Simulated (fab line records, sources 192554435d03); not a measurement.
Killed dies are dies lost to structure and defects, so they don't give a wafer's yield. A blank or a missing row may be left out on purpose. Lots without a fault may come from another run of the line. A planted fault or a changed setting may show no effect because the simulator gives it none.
fab line records | flow n5_finfet
record lots=24 wafers=72 last_day=17
route steps=1938 shown BEOL_M9@1415 BEOL_M10@1470
lots that met no fault: from a run of the same line without faults
start_h: hours from the record's first day to the start of the lot's first wafer shown | wait_h: hours since the lot's step before | " the same as in the row above | L1.1+2: a row that stands for several wafers | - no value, or no start given | * or withheld: withheld | < > ~ a bound
route shown NAME@n: a module of which the file shows steps, and the number in the route of the first | usual: mean/standard deviation of fault-free wafers | same: alike in all rows | chamber/n: place in a boat | sites: the reading at each site | _std_site: their standard deviation | _edge_site: outer sites' mean less inner sites' | radius_mm: how far each site lies from the wafer's centre | mask NAME#n: copy n | behind: the tool/chamber that last shaped the wafer | hold: why the lot was held/for how many hours/how that ended | device: the transistor (n, p or np) that didn't switch | end of line: the same wafers' tests at the end of the route | a step without rows: its recipe alone | killed: dies lost to structure and defects at the first sort, not the wafer's yield | map: a wafer's dies, x killed, . not, _ none there
set.NAME: the setting as run; set.NAME@STEP: as run at that earlier step | model.NAME: the simulator's own value behind a step, which no gauge read
steps of the route over a sample of lots; a table a step, a row a wafer
services: from which hour (start_h, from the record's first day; less than 0 if before it) a tool's chamber was out of use, for how many hours, and why
## steps
# step N5_BEOL_M9_OVL_MEAS_12
# recipe points_per_wafer=44
# usual M9_OVL=0.1/0.83
# columns lot.wafer tool chamber start_h wait_h M9_OVL[nm]
L074.2 overlay-01 0 213.72 0.0 -0.6
L074.3 " 0 " " 1.2
L074.5 " 0 " " 0.5
L076.1 overlay-01 0 219.50 0.0 2.0
L076.2 " 0 " " 1.0
L076.5 " 0 " " 0.5
L075.2 overlay-01 0 224.69 0.0 0.4
L075.3 " 0 " " -1.0
L075.4 " 0 " " 0.8
L077.1 overlay-02 0 230.62 0.0 0.8
L077.2 " 0 " " 1.0
L077.3 " 0 " " 0.1
L078.2 overlay-01 0 233.63 0.0 0.3
L078.3 " 0 " " 0.0
L078.6 " 0 " " 0.0
L079.1 overlay-02 0 242.66 0.0 -1.2
L079.4 " 0 " " -0.5
L079.5 " 0 " " -0.8
L080.2 overlay-01 0 246.42 0.0 1.4
L080.3 " 0 " " 0.8
L080.6 " 0 " " 0.7
L081.1 overlay-01 0 259.09 0.0 -0.5
L081.3 " 0 " " -1.3
L081.6 " 0 " " -1.0
L083.1 overlay-01 0 265.25 0.0 0.4
L083.2 " 0 " " 0.9
L083.6 " 0 " " 1.3
L082.2 overlay-01 0 268.52 0.0 0.6
L082.3 " 0 " " -0.3
L082.5 " 0 " " -0.1
L084.2 overlay-02 0 275.25 0.0 -0.5
L084.3 " 0 " " 0.5
L084.6 " 0 " " -0.3
L088.1 overlay-01 0 292.94 0.0 -0.1
L088.4 " 0 " " -0.4
L088.5 " 0 " " -0.1
L085.1 overlay-01 0 293.20 0.1 -0.5
L085.2 " 0 " " -0.4
L085.3 " 0 " " -1.1
L086.3 overlay-01 0 293.50 0.0 -0.9
L086.5 " 0 " " 0.8
L086.6 " 0 " " 0.8
L091.2 overlay-02 0 298.94 0.0 -0.4
L091.3 " 0 " " 0.7
L091.6 " 0 " " 0.4
L087.3 overlay-02 0 299.57 0.0 -0.6
L087.4 " 0 " " -0.3
L087.5 " 0 " " 0.8
L090.3 overlay-01 0 303.13 0.0 -0.1
L090.4 " 0 " " 0.3
L090.5 " 0 " " -0.6
L089.1 overlay-01 0 306.47 0.0 0.9
L089.2 " 0 " " -0.6
L089.6 " 0 " " -0.4
L092.1 overlay-01 0 329.55 0.0 -0.7
L092.2 " 0 " " 0.1
L092.5 " 0 " " -1.1
L094.1 overlay-01 0 329.72 0.0 -1.1
L094.2 " 0 " " -0.5
L094.4 " 0 " " 0.2
L093.1 overlay-02 0 333.27 0.0 -0.1
L093.2 " 0 " " -0.2
L093.5 " 0 " " 1.4
L095.1 overlay-01 0 336.43 0.0 -0.7
L095.3 " 0 " " -0.6
L095.6 " 0 " " -0.3
L096.2 overlay-02 0 350.82 0.0 -1.8
L096.5 " 0 " " 1.6
L096.6 " 0 " " -1.2
L097.1 overlay-01 0 351.13 0.0 0.7
L097.4 " 0 " " -1.0
L097.6 " 0 " " 0.2
# step N5_BEOL_M9_STRIP_36
# recipe chemistry=N2/H2 power_w=450 temp_c=40 pressure_mtorr=20 rf_frequency_hz=6e+07 overash_fraction=0.3 bias_power_w=7 h2_frac=0.5 n2_flow_sccm=200 h2_flow_sccm=200
# usual drypump_motor_current_A=5.8/0.38 oes_product_au=0.81/0.075 rf_vpp_V=59.2/1.5 showerhead_plenum_p_Torr=2.56/0.084 throttle_valve_pct=23.63/0.25
# columns lot.wafer tool chamber start_h wait_h drypump_motor_current_A oes_product_au rf_hours_counter_h rf_vpp_V showerhead_plenum_p_Torr throttle_valve_pct
L074.2 rie_diel-04 0 215.50 0.0 5.1 0.75 167 58.9 2.51 23.30
L074.3 " 1 " " 5.9 0.85 61 60.3 2.68 23.78
L074.5 " 1 " " 5.9 0.84 - 60.8 2.69 23.74
L076.1 rie_diel-05 1 220.68 0.0 6.1 0.78 121 57.8 2.44 23.64
L076.2 " 2 " " 5.3 0.78 120 58.5 2.57 23.94
L076.5 " 0 " " 5.9 0.92 - 60.1 2.60 23.84
L075.2 rie_diel-05 1 226.55 0.0 6.1 0.77 123 62.1 2.44 23.62
L075.3 " 0 " " 5.9 0.92 23 57.9 2.60 23.81
L075.4 " 3 " " 6.2 0.73 237 58.3 2.61 23.69
L077.1 rie_diel-05 3 232.90 0.0 6.2 0.71 239 56.7 2.61 23.69
L077.2 " 0 " " 5.9 0.90 25 60.1 2.59 23.81
L077.3 " 2 " " 5.3 0.77 124 57.2 2.57 23.94
L078.2 rie_diel-04 0 236.03 0.0 5.1 0.75 173 59.6 2.51 23.31
L078.3 " 3 " " 5.8 0.91 15 60.9 2.69 23.34
L078.6 " 3 " " 5.8 0.91 - 60.3 2.69 23.36
L079.1 rie_diel-04 0 245.26 0.0 5.1 0.75 176 59.6 2.51 23.32
L079.4 " 3 " " 5.7 0.91 18 59.6 2.69 23.35
L079.5 " 2 " " 5.6 0.89 - 60.3 2.69 23.05
L080.2 rie_diel-04 0 247.81 0.0 5.1 0.75 177 60.2 2.51 23.33
L080.3 " 2 " " 5.6 0.87 33 61.1 2.69 23.04
L080.6 " 3 " " 5.7 0.89 - 60.3 2.68 23.33
L081.1 rie_diel-05 1 263.46 0.0 6.1 0.76 133 59.6 2.44 23.64
L081.3 " 3 " " 6.3 0.71 247 57.8 2.60 23.69
L081.6 " 1 " " 6.1 0.77 - 58.7 2.44 23.65
L083.1 rie_diel-05 2 267.71 0.0 5.3 0.76 133 59.8 2.57 23.94
L083.2 " 3 " " 6.2 0.70 248 60.5 2.60 23.70
L083.6 " 3 " " 6.3 0.71 - 58.4 2.60 23.69
L082.2 rie_diel-01 0 270.38 0.0 6.0 0.71 211 59.6 2.62 23.67
L082.3 " 1 " " 6.4 0.81 94 57.7 2.46 23.69
L082.5 " 2 " " 5.2 0.77 - 58.1 2.44 23.76
L084.2 rie_diel-01 1 276.99 0.0 6.3 0.80 96 62.2 2.46 23.66
L084.3 " 0 " " 6.1 0.71 213 59.7 2.62 23.69
L084.6 " 0 " " 6.1 0.72 - 58.6 2.62 23.67
L085.1 rie_diel-05 1 295.48 0.0 6.1 0.74 145 60.6 2.43 23.66
L085.2 " 0 " " 5.9 0.87 46 59.8 2.59 23.84
L085.3 " 2 " " 5.3 0.76 144 60.0 2.56 23.96
L086.3 rie_diel-01 1 295.79 0.0 6.3 0.80 104 60.8 2.46 23.69
L086.5 " 1 " " 6.4 0.80 - 61.5 2.46 23.66
L086.6 " 0 " " 6.1 0.71 - 58.9 2.61 23.69
L088.1 rie_diel-05 0 295.90 0.0 6.0 0.87 46 57.6 2.59 23.82
L088.4 " 1 " " 6.1 0.75 - 58.2 2.43 23.62
L088.5 " 0 " " 5.9 0.87 - 59.9 2.59 23.83
L091.2 rie_diel-04 0 301.72 0.0 5.1 0.74 194 57.2 2.50 23.35
L091.3 " 3 " " 5.7 0.87 37 57.8 2.68 23.35
L091.6 " 0 " " 5.1 0.74 - 60.1 2.50 23.33
L087.3 rie_diel-01 2 301.76 0.0 5.1 0.77 145 57.2 2.43 23.79
L087.4 " 0 " " 6.1 0.71 221 57.6 2.61 23.70
L087.5 " 1 " " 6.3 0.79 - 62.1 2.46 23.68
L090.3 rie_diel-05 1 305.52 0.0 6.1 0.75 149 60.1 2.43 23.66
L090.4 " 1 " " 6.1 0.76 - 58.0 2.43 23.67
L090.5 " 2 " " 5.3 0.76 - 58.4 2.56 23.94
L089.1 rie_diel-05 1 308.59 0.0 6.1 0.75 151 57.5 2.43 23.63
L089.2 " 0 " " 5.9 0.87 51 57.0 2.58 23.87
L089.6 " 3 " " 6.2 1.01 - 61.2 2.60 23.32
L092.1 rie_diel-04 3 332.12 0.0 5.7 0.87 45 58.9 2.67 23.36
L092.2 " 0 " " 5.1 0.72 202 58.3 2.49 23.38
L092.5 " 2 " " 5.6 0.85 - 58.3 2.68 23.07
L094.1 rie_diel-01 0 332.31 0.0 6.1 0.69 229 56.8 2.61 23.70
L094.2 " 3 " " 6.0 0.75 200 57.9 2.51 23.27
L094.4 " 0 " " 6.1 0.70 - 58.1 2.61 23.70
L093.1 rie_diel-05 2 335.56 0.0 5.3 0.74 156 57.8 2.56 23.96
L093.2 " 3 " " 6.2 0.96 8 60.2 2.60 23.37
L093.5 " 0 " " 5.9 0.84 - 62.5 2.58 23.87
L095.1 rie_diel-05 0 338.07 0.0 5.9 0.86 60 60.0 2.58 23.86
L095.3 " 2 " " 5.3 0.75 157 60.9 2.56 23.99
L095.6 " 3 " " 6.2 0.96 - 59.4 2.60 23.38
L096.2 rie_diel-05 2 353.25 0.0 5.3 0.74 162 59.1 2.55 23.97
L096.5 " 0 " " 5.9 0.84 - 59.0 2.58 23.86
L096.6 " 3 " " 6.3 0.94 - 60.1 2.59 23.33
L097.1 rie_diel-05 0 353.68 0.0 5.9 0.85 66 56.2 2.58 23.85
L097.4 " 2 " " 5.3 0.74 162 60.0 2.55 24.01
L097.6 " 3 " " 6.2 0.94 - 62.7 2.59 23.34
# step N5_BEOL_M9_OCD_MEAS_38
# usual trench_depth_nm=151.8/2.7
# columns lot.wafer tool chamber start_h wait_h trench_depth_nm
L074.2 ocd-02 - 215.71 - 156.1
L074.3 " - " " 153.9
L074.5 " - " " 155.6
L076.1 ocd-01 - 220.89 - 150.9
L076.2 " - " " 153.0
L076.5 " - " " 145.9
L075.2 ocd-02 - 226.77 - 150.5
L075.3 " - " " 148.4
L075.4 " - " " 151.2
L077.1 ocd-02 - 233.12 - 151.1
L077.2 " - " " 148.2
L077.3 " - " " 153.4
L078.2 ocd-01 - 236.25 - 155.9
L078.3 " - " " 157.4
L078.6 " - " " 158.0
L079.1 ocd-01 - 245.48 - 154.3
L079.4 " - " " 156.9
L079.5 " - " " 154.7
L080.2 ocd-01 - 248.02 - 155.4
L080.3 " - " " 153.8
L080.6 " - " " 154.1
L081.1 ocd-01 - 263.67 - 150.6
L081.3 " - " " 150.5
L081.6 " - " " 150.8
L083.1 ocd-02 - 267.92 - 151.1
L083.2 " - " " 150.7
L083.6 " - " " 149.7
L082.2 ocd-02 - 270.60 - 152.2
L082.3 " - " " 152.5
L082.5 " - " " 149.8
L084.2 ocd-02 - 277.21 - 151.2
L084.3 " - " " 150.3
L084.6 " - " " 151.4
L085.1 ocd-02 - 295.69 - 153.7
L085.2 " - " " 149.7
L085.3 " - " " 155.7
L086.3 ocd-01 - 296.01 - 152.0
L086.5 " - " " 152.4
L086.6 " - " " 152.5
L088.1 ocd-02 - 296.12 - 149.9
L088.4 " - " " 151.0
L088.5 " - " " 148.5
L091.2 ocd-01 - 301.93 - 154.7
L091.3 " - " " 155.1
L091.6 " - " " 154.3
L087.3 ocd-02 - 301.97 - 151.4
L087.4 " - " " 151.2
L087.5 " - " " 150.9
L090.3 ocd-01 - 305.73 - 150.8
L090.4 " - " " 151.5
L090.5 " - " " 153.8
L089.1 ocd-01 - 308.81 - 148.5
L089.2 " - " " 147.0
L089.6 " - " " 149.5
L092.1 ocd-01 - 332.34 - 153.9
L092.2 " - " " 150.8
L092.5 " - " " 154.8
L094.1 ocd-02 - 332.53 - 152.1
L094.2 " - " " 150.8
L094.4 " - " " 152.7
L093.1 ocd-02 - 335.77 - 151.9
L093.2 " - " " 154.1
L093.5 " - " " 147.3
L095.1 ocd-02 - 338.29 - 147.7
L095.3 " - " " 151.9
L095.6 " - " " 154.2
L096.2 ocd-02 - 353.47 - 151.7
L096.5 " - " " 146.5
L096.6 " - " " 154.4
L097.1 ocd-01 - 353.89 - 146.3
L097.4 " - " " 151.9
L097.6 " - " " 153.7
# step N5_BEOL_M9_PRE_CLEAN_45
# recipe gas=H2/He time_s=30 temp_c=250
# usual heater_power_w=322/41
# columns lot.wafer tool chamber start_h wait_h heater_power_w
L074.2 pvd_sputter-01 - 216.52 0.0 318
L074.3 " - " " 315
L074.5 " - " " 333
L076.1 pvd_sputter-01 - 221.48 0.0 322
L076.2 " - " " 344
L076.5 " - " " 321
L075.2 pvd_sputter-03 - 227.40 0.0 378
L075.3 " - " " 338
L075.4 " - " " 277
L077.1 pvd_sputter-03 - 235.87 0.0 383
L077.2 " - " " 280
L077.3 " - " " 279
L078.2 pvd_sputter-02 - 236.92 0.0 268
L078.3 " - " " 349
L078.6 " - " " 353
L079.1 pvd_sputter-03 - 246.09 0.0 279
L079.4 " - " " 378
L079.5 " - " " 282
L080.2 pvd_sputter-03 - 250.29 0.0 348
L080.3 " - " " 402
L080.6 " - " " 268
L081.1 pvd_sputter-02 - 265.14 0.0 373
L081.3 " - " " 290
L081.6 " - " " 359
L083.1 pvd_sputter-03 - 268.48 0.0 270
L083.2 " - " " 279
L083.6 " - " " 379
L082.2 pvd_sputter-01 - 271.32 0.0 321
L082.3 " - " " 323
L082.5 " - " " 314
L084.2 pvd_sputter-02 - 278.08 0.0 367
L084.3 " - " " 294
L084.6 " - " " 386
L085.1 pvd_sputter-03 - 296.71 0.0 277
L085.2 " - " " 274
L085.3 " - " " 382
L086.3 pvd_sputter-03 - 296.95 0.0 391
L086.5 " - " " 275
L086.6 " - " " 378
L088.1 pvd_sputter-01 - 297.18 0.0 327
L088.4 " - " " 344
L088.5 " - " " 320
L091.2 pvd_sputter-03 - 302.74 0.0 347
L091.3 " - " " 272
L091.6 " - " " 274
L087.3 pvd_sputter-03 - 303.00 0.0 352
L087.4 " - " " 384
L087.5 " - " " 384
L090.3 pvd_sputter-03 - 306.97 0.0 343
L090.4 " - " " 265
L090.5 " - " " 381
L089.1 pvd_sputter-03 - 309.67 0.0 267
L089.2 " - " " 282
L089.6 " - " " 288
L092.1 pvd_sputter-03 - 332.91 0.0 282
L092.2 " - " " 382
L092.5 " - " " 339
L094.1 pvd_sputter-01 - 333.17 0.0 319
L094.2 " - " " 346
L094.4 " - " " 319
L093.1 pvd_sputter-02 - 336.95 0.0 275
L093.2 " - " " 381
L093.5 " - " " 264
L095.1 pvd_sputter-02 - 339.05 0.0 290
L095.3 " - " " 269
L095.6 " - " " 266
L096.2 pvd_sputter-03 - 354.29 0.0 373
L096.5 " - " " 383
L096.6 " - " " 270
L097.1 pvd_sputter-03 - 354.63 0.0 340
L097.4 " - " " 268
L097.6 " - " " 270
# step N5_BEOL_M10_ILD_DEP_00
# recipe material=SiCOH_lowk target_thk_a=3085.1 temp_c=300 precursor=DEMS/porogen pressure_torr=5 rf_w=500 time_s=58
# usual heater_power_w=307/42 showerhead_plenum_p_Torr=5.740/0.016 throttle_valve_pct=13.9/0.57
# columns lot.wafer tool chamber start_h wait_h heater_power_w showerhead_plenum_p_Torr throttle_valve_pct
L074.2 pecvd-01 2 218.57 0.0 293 5.747 13.8
L074.3 " 2 " " 301 5.733 14.1
L074.5 " 2 " " 312 5.748 13.7
L076.1 pecvd-02 1 224.46 0.0 327 5.717 14.6
L076.2 " 0 " " 334 5.770 13.2
L076.5 " 1 " " 259 5.735 14.8
L075.2 pecvd-04 2 229.44 0.0 244 5.741 14.6
L075.3 " 0 " " 233 5.702 14.1
L075.4 " 1 " " 246 5.761 13.9
L077.1 pecvd-04 2 237.47 0.0 216 5.721 14.4
L077.2 " 0 " " 247 5.717 14.2
L077.3 " 2 " " 227 5.721 14.7
L078.2 pecvd-01 2 238.76 0.0 322 5.749 13.7
L078.3 " 1 " " 296 5.739 13.4
L078.6 " 0 " " 349 5.718 14.3
L079.1 pecvd-04 1 247.83 0.0 263 5.752 13.6
L079.4 " 0 " " 279 5.717 14.0
L079.5 " 0 " " 290 5.733 14.3
L080.2 pecvd-01 2 251.96 0.0 300 5.738 14.0
L080.3 " 0 " " 330 5.740 14.7
L080.6 " 1 " " 312 5.749 13.4
L081.1 pecvd-02 1 267.19 0.0 325 5.721 14.8
L081.3 " 2 " " 384 5.739 13.0
L081.6 " 0 " " 304 5.764 12.9
L083.1 pecvd-02 2 271.54 0.0 369 5.757 13.0
L083.2 " 0 " " 283 5.771 13.7
L083.6 " 1 " " 316 5.723 14.7
L082.2 pecvd-01 1 272.99 0.0 372 5.746 13.5
L082.3 " 2 " " 323 5.741 13.9
L082.5 " 2 " " 262 5.750 14.0
L084.2 pecvd-01 0 279.70 0.0 275 5.739 14.6
L084.3 " 1 " " 320 5.740 13.6
L084.6 " 0 " " 299 5.720 14.5
L085.1 pecvd-02 2 298.81 0.0 359 5.736 12.9
L085.2 " 0 " " 282 5.768 13.4
L085.3 " 2 " " 359 5.751 13.0
L086.3 pecvd-01 1 299.22 0.0 334 5.726 13.6
L086.5 " 1 " " 341 5.719 13.6
L086.6 " 0 " " 319 5.718 14.6
L088.1 pecvd-02 0 299.69 0.0 302 5.774 13.2
L088.4 " 0 " " 311 5.765 13.5
L088.5 " 0 " " 312 5.759 13.1
L091.2 pecvd-04 0 304.65 0.0 254 5.720 14.2
L091.3 " 1 " " 244 5.761 13.7
L091.6 " 0 " " 253 5.722 14.0
L087.3 pecvd-02 0 305.60 0.0 285 5.760 13.5
L087.4 " 1 " " 311 5.719 14.7
L087.5 " 0 " " 290 5.769 13.4
L090.3 pecvd-01 2 311.33 0.0 272 5.743 14.0
L090.4 " 1 " " 312 5.749 13.4
L090.5 " 0 " " 319 5.736 14.7
L089.1 pecvd-01 0 313.28 0.0 350 5.732 14.5
L089.2 " 2 " " 326 5.735 14.0
L089.6 " 2 " " 329 5.734 13.9
L092.1 pecvd-01 0 334.72 0.0 348 5.731 14.5
L092.2 " 2 " " 260 5.733 14.1
L092.5 " 2 " " 272 5.744 13.9
L094.1 pecvd-04 0 335.13 0.0 287 5.725 13.9
L094.2 " 1 " " 265 5.751 13.6
L094.4 " 0 " " 293 5.706 14.3
L093.1 pecvd-04 0 338.68 0.0 299 5.726 14.2
L093.2 " 1 " " 264 5.761 13.8
L093.5 " 1 " " 263 5.749 13.7
L095.1 pecvd-02 1 341.19 0.0 336 5.716 14.7
L095.3 " 2 " " 325 5.767 13.4
L095.6 " 2 " " 330 5.756 13.2
L096.2 pecvd-02 0 355.92 0.0 327 5.746 13.0
L096.5 " 2 " " 376 5.761 13.0
L096.6 " 0 " " 333 5.767 13.4
L097.1 pecvd-01 0 356.93 0.0 351 5.733 14.8
L097.4 " 0 " " 357 5.716 14.8
L097.6 " 2 " " 315 5.733 14.0
# step N5_BEOL_M10_ETCH_65
# recipe chemistry=CF4 target=SiARC target_depth_a=390 mask_material=CAR-ArF time_s=65 ion_energy_ev=80 pressure_mtorr=40 source_w=545 bias_w=36 Ar_flow_sccm=100 cf4_flow_sccm=100 ends=cleared
# usual bias_w=36.01/0.11 drypump_motor_current_A=5.7/0.35 etch_rf_on_time_s=64.6/1.2 oes_product_au=0.67/0.085 rf_vpp_V=184.1/1.3 showerhead_plenum_p_Torr=2.15/0.084 throttle_valve_pct=15.64/0.24
# columns lot.wafer tool chamber start_h wait_h bias_w drypump_motor_current_A etch_rf_on_time_s oes_product_au rf_hours_counter_h rf_vpp_V showerhead_plenum_p_Torr throttle_valve_pct
L074.2 rie_diel-06 0 224.13 0.0 35.90 5.8 64.0 0.62 194 185.1 2.21 15.77
L074.3 " 2 " " 36.10 6.3 64.0 0.80 10 185.9 2.29 15.44
L074.5 " 3 " " 36.22 5.2 64.9 0.62 - 183.3 2.04 15.44
L076.1 rie_diel-03 1 229.40 0.0 35.89 5.3 63.6 0.59 210 184.3 2.20 15.68
L076.2 " 2 " " 35.93 6.1 66.3 0.59 242 183.6 2.12 15.65
L076.5 " 0 " " 36.06 5.5 64.5 0.64 - 183.3 2.05 15.68
L075.2 rie_diel-06 1 232.95 0.0 35.82 5.4 66.6 0.61 224 183.8 2.12 15.97
L075.3 " 0 " " 35.86 5.8 63.3 0.62 195 185.5 2.21 15.74
L075.4 " 2 " " 36.10 6.3 63.7 0.81 12 185.8 2.29 15.46
L078.2 rie_diel-03 3 245.07 0.0 35.97 5.9 65.2 0.71 72 186.3 2.25 15.51
L078.3 " 2 " " 36.04 6.1 65.2 0.59 246 182.3 2.12 15.65
L078.6 " 3 " " 36.12 5.9 65.9 0.70 - 184.5 2.25 15.50
L077.1 rie_diel-06 0 245.23 0.0 35.93 5.8 63.6 0.63 200 184.1 2.21 15.77
L077.2 " 3 " " 36.04 5.2 65.3 0.62 189 181.9 2.04 15.44
L077.3 " 1 " " 36.03 5.4 66.6 0.61 229 182.7 2.12 15.98
L079.1 rie_diel-02 3 253.35 0.0 35.95 5.6 63.6 0.61 236 182.3 2.11 16.16
L079.4 " 1 " " 35.94 5.9 64.9 0.61 - 184.2 2.20 15.93
L079.5 " 3 " " 36.08 5.6 64.1 0.61 - 184.5 2.11 16.16
L080.2 rie_diel-06 0 257.98 0.0 35.84 5.8 63.3 0.62 205 183.9 2.20 15.76
L080.3 " 2 " " 36.11 6.3 63.8 0.78 22 185.3 2.28 15.47
L080.6 " 2 " " 36.06 6.3 63.9 0.78 - 184.7 2.28 15.46
L081.1 rie_diel-03 3 270.29 0.0 35.97 5.9 65.2 0.70 82 186.9 2.25 15.52
L081.3 " 0 " " 36.02 5.5 64.2 0.63 182 183.1 2.05 15.71
L081.6 " 3 " " 36.00 5.9 65.6 0.70 - 186.6 2.25 15.52
L083.1 rie_diel-02 1 276.99 0.0 36.00 5.9 64.7 0.59 245 184.2 2.20 15.95
L083.2 " 3 " " 35.99 5.6 63.9 0.61 245 182.9 2.11 16.18
L083.6 " 2 " " 36.09 5.4 62.7 0.87 - 183.0 2.11 15.22
L082.2 rie_diel-03 0 277.16 0.0 35.89 5.5 64.2 0.64 186 181.8 2.05 15.72
L082.3 " 1 " " 36.16 5.3 63.4 0.59 228 185.8 2.20 15.73
L082.5 " 3 " " 35.97 5.9 65.9 0.70 - 185.4 2.25 15.54
L084.2 rie_diel-02 3 283.81 0.0 35.99 5.6 63.5 0.60 248 182.7 2.11 16.17
L084.3 " 1 " " 36.21 5.9 64.8 0.60 247 183.7 2.20 15.95
L084.6 " 1 " " 36.14 5.9 64.9 0.60 - 184.8 2.20 15.96
L086.3 rie_diel-06 3 303.82 0.0 35.94 5.2 64.1 0.61 212 182.3 2.03 15.52
L086.5 " 0 " " 36.01 5.8 63.7 0.61 - 185.7 2.20 15.80
L086.6 " 3 " " 36.05 5.2 64.9 0.60 - 183.2 2.03 15.50
L085.1 rie_diel-03 2 304.86 0.0 35.77 6.1 65.7 0.79 5 184.2 2.12 15.18
L085.2 " 0 " " 35.96 5.5 64.2 0.63 197 183.1 2.04 15.75
L085.3 " 1 " " 35.95 5.3 63.9 0.58 239 185.2 2.19 15.75
L088.1 rie_diel-06 3 304.94 0.0 36.11 5.2 64.8 0.60 213 181.6 2.03 15.50
L088.4 " 2 " " 36.12 6.3 63.7 0.76 - 185.7 2.28 15.49
L088.5 " 3 " " 36.08 5.2 64.9 0.60 - 182.5 2.03 15.50
L087.3 rie_diel-06 0 308.26 0.0 36.06 5.8 64.3 0.61 225 185.0 2.20 15.81
L087.4 " 3 " " 36.10 5.2 64.8 0.60 - 183.9 2.03 15.51
L087.5 " 2 " " 35.89 6.3 64.2 0.75 - 185.9 2.28 15.49
L091.2 rie_diel-02 2 308.43 0.0 36.10 5.4 62.8 0.82 18 184.5 2.11 15.24
L091.3 " 3 " " 35.92 5.5 63.8 0.60 259 184.8 2.10 16.22
L091.6 " 3 " " 36.02 5.6 63.5 0.60 - 182.7 2.10 16.19
L090.3 rie_diel-06 2 314.97 0.0 36.05 6.3 64.6 0.74 41 184.9 2.28 15.50
L090.4 " 3 " " 36.04 5.2 64.4 0.61 - 184.3 2.03 15.49
L090.5 " 0 " " 35.92 5.8 63.8 0.60 - 184.7 2.20 15.81
L089.1 rie_diel-03 1 318.48 0.0 35.97 5.3 63.5 0.58 243 183.8 2.19 15.76
L089.2 " 0 " " 35.99 5.5 64.5 0.63 201 182.7 2.04 15.74
L089.6 " 1 " " 36.04 5.3 63.3 0.58 - 183.1 2.19 15.75
L092.1 rie_diel-03 3 338.33 0.0 36.02 5.9 65.5 0.68 108 185.1 2.24 15.57
L092.2 " 0 " " 35.97 5.5 63.8 0.63 208 182.3 2.04 15.78
L092.5 " 2 " " 36.20 6.1 65.3 0.76 - 184.0 2.11 15.21
L094.1 rie_diel-06 3 340.58 0.0 36.17 5.2 64.1 0.59 229 182.9 2.03 15.53
L094.2 " 0 " " 35.74 5.8 63.9 0.60 240 185.0 2.19 15.83
L094.4 " 1 " " 36.08 5.4 64.3 0.82 8 184.2 2.11 15.52
L095.1 rie_diel-06 3 344.41 0.0 36.05 5.2 64.2 0.60 230 182.9 2.03 15.53
L095.3 " 1 " " 35.96 5.4 64.0 0.81 9 184.0 2.11 15.51
L095.6 " 1 " " 35.80 5.4 64.0 0.81 - 184.4 2.11 15.53
L093.1 rie_diel-03 2 344.86 0.0 36.09 6.1 66.5 0.76 18 182.8 2.11 15.22
L093.2 " 0 " " 35.95 5.6 64.8 0.62 210 183.3 2.04 15.78
L093.5 " 3 " " 36.11 5.9 66.4 0.67 - 186.5 2.24 15.58
L097.1 rie_diel-06 0 359.96 0.0 36.18 5.8 64.2 0.59 246 184.3 2.19 15.85
L097.4 " 3 " " 35.95 5.2 65.2 0.59 236 183.0 2.03 15.54
L097.6 " 3 " " 35.99 5.2 65.0 0.59 - 181.7 2.03 15.54
L096.2 rie_diel-02 2 360.19 0.0 36.00 5.4 62.9 0.78 43 183.1 2.10 15.28
L096.5 " 3 " " 36.16 5.6 64.7 0.83 - 182.6 2.10 15.75
L096.6 " 2 " " 36.02 5.4 62.6 0.79 - 183.5 2.10 15.28
## services
# columns tool chamber start_h hours kind
rie_diel-04 0 202.29 6.5 repair
rie_diel-05 2 205.97 1.6 repair
pecvd-01 0 214.63 5.5 scheduled_down
rie_diel-05 - 216.89 0.8 repair
rie_diel-03 3 225.89 3.9 repair
rie_diel-04 2 233.69 4.1 repair
rie_diel-04 2 252.40 19.3 repair
rie_diel-05 3 276.30 - clean
rie_diel-05 3 276.30 - consumable_replace:focus_ring
rie_diel-05 3 276.30 31.9 scheduled_down
rie_diel-05 3 276.30 31.9 vent_cycle
pecvd-04 1 277.93 6.6 repair
rie_diel-06 2 279.68 6.7 repair
pecvd-01 1 285.45 3.6 repair
pecvd-01 2 301.67 5.5 scheduled_down
rie_diel-06 1 303.13 - clean
rie_diel-06 1 303.13 - consumable_replace:focus_ring
rie_diel-06 1 303.13 17.1 scheduled_down
rie_diel-06 1 303.13 17.1 vent_cycle
pecvd-02 - 314.19 0.9 repair
rie_diel-01 2 332.04 7.0 repair
rie_diel-04 0 346.38 11.2 repair
pecvd-04 - 348.77 4.3 pm
rie_diel-03 - 355.55 2.2 repair
## key
fault none
